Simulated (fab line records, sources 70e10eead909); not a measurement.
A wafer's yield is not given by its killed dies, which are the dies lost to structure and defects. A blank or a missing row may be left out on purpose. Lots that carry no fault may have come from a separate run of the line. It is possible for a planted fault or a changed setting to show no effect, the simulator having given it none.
Problem report in the 8D (eight disciplines) form, filled by code + flow nandHarc + the parts of the form that need people (team, actions taken, sign-off) are left out

== 1. WHAT WENT WRONG ==
At NHARC_A_M0_CD_MEAS_09, cdNm averages 86.2 nm over 6 wafers from 2 lots, while fault-free wafers read 80.4 nm, standard deviation 0.72. That is +8.0 standard deviations from the usual mean.
The step: target cd 80 nm.
The first sign was on wafer L901.1 at day 25 22:37, on cdSem-02. Wafers with a number at this step in the record: 39, from 13 lots. Rule for "out", or "out of limits": more than 4 standard deviations from the usual mean. All remaining wafers that have a number are taken as sound.

== 2. WHAT IT IS; WHAT IT IS NOT ==
| question                    | is                     | is not                                                                                                   |
|-----------------------------|------------------------|----------------------------------------------------------------------------------------------------------|
| which readings at this step | cdNm                   | -                                                                                                        |
| which lots                  | L899, L901             | L893, L894, L895, L896, L906, L908, L909, L910, L913, L914, L915                                         |
| which wafers of those lots  | all that have a number | -                                                                                                        |
| read on which gauges        | cdSem-01, cdSem-02     | cdSem-03                                                                                                 |
| when                        | from day 25 22:37      | up to then (12 sound wafers); but 21 sound wafers of L906, L908, L909, L910, L913, L914, L915 came after |

== 3. THE SUSPECTS, EACH WITH WHAT RULES IT OUT ==
Counting: a tool at a process step up to the reading stays a suspect if it ran every lot that is out and no sound lot after the first of them.
- ruled out: the gauge at NHARC_A_M0_CD_MEAS_09. The wafers that are out were read on 2 gauges (cdSem-01, cdSem-02).
- lithoTrack-01 at NHARC_A_M0_PEB_07 (peb time 65 s): ruled out as a lasting fault. Following L901 (day 25 22:32), the first lot on it that is out, the sound lots L915 were run on it.
Left after counting: nothing in the record.

== 4. THE CAUSE (what the simulator had put in) ==
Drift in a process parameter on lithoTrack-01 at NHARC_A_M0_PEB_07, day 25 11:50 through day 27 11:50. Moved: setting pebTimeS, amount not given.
It was ruled out by counting, in error; the rule expects a fault to strike all lots run on its tool from its start on, and this fault did not.

== 5. SEQUENCE OF EFFECTS, ordered by route ==
One row per reading whose mean, taken over the struck wafers that have a number, lies over 3 standard deviations from the usual. Scope: only readings with a usual standard deviation given in the record; hours: median across lots of the time from each lot's start at the first step in this table that gives one to its start at this step; sigmas: change in usual standard deviations.
| hours | step                  | reading | usual   | on struck wafers | change | sigmas |
|-------|-----------------------|---------|---------|------------------|--------|--------|
| 0     | NHARC_A_M0_CD_MEAS_09 | cdNm    | 80.4 nm | 86.2             | +5.8   | +8.0   |
Later measuring or inspecting steps at which every struck wafer that the step has a row for has a number for every such reading, and none has moved that far: NHARC_END_SORT_01.

== 6. HOW IT WOULD HAVE BEEN CAUGHT EARLIER ==
The first out-of-limits reading at a measuring or inspecting step in this record came at day 25 22:37, 11 hours after the fault's start at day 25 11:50.
